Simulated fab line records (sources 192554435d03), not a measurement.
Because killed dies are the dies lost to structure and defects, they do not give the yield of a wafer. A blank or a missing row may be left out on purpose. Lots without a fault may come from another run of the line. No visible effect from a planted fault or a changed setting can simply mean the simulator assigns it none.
Matching of chambers :: flow n5Finfet :: rieDiel-04 running N5_BEOL_M2_STRIP_66: 3 sister chambers
The step strips in CF4. 3 wafers are shown with their chamber, then 5 later ones without.

## WAFERS PAIRED WITH THEIR CHAMBERS
wafer: L089.1
chamber: 0
showerheadPlenumPTorr (Torr): 1.77

wafer: L089.6
chamber: 2
showerheadPlenumPTorr (Torr): 1.84

wafer: L091.1
chamber: 3
showerheadPlenumPTorr (Torr): 1.72

## WAFERS WHOSE CHAMBER IS MISSING
wafer: L091.4
showerheadPlenumPTorr (Torr): 1.84

wafer: L091.5
showerheadPlenumPTorr (Torr): 1.77

wafer: L093.4
showerheadPlenumPTorr (Torr): 1.77

wafer: L093.6
showerheadPlenumPTorr (Torr): 1.77

wafer: L095.4
showerheadPlenumPTorr (Torr): 1.83

## CHAMBER TAKEN BY EACH
wafer: L091.4
from the rows above: 2
in truth: 2

wafer: L091.5
from the rows above: 0
in truth: 0

wafer: L093.4
from the rows above: 0
in truth: 0

wafer: L093.6
from the rows above: 0
in truth: 0

wafer: L095.4
from the rows above: 2
in truth: 2
Placed correctly: 5 of 5. Not placeable from these rows: 0. Placed wrongly: 0.
How it was worked out, from the rows above alone: a wafer's distance from a chamber is the root of the sum, over the readings, of the square of ((its reading less the chamber's mean) divided by the reading's scatter). The wafer belongs to the nearest chamber; if the next one is less than 2 further off, it can't be placed. A chamber's mean is the mean of its shown wafers. The scatter: with one shown wafer a chamber, the root of the mean of the squares of how far each hidden wafer lies from its nearest shown one.
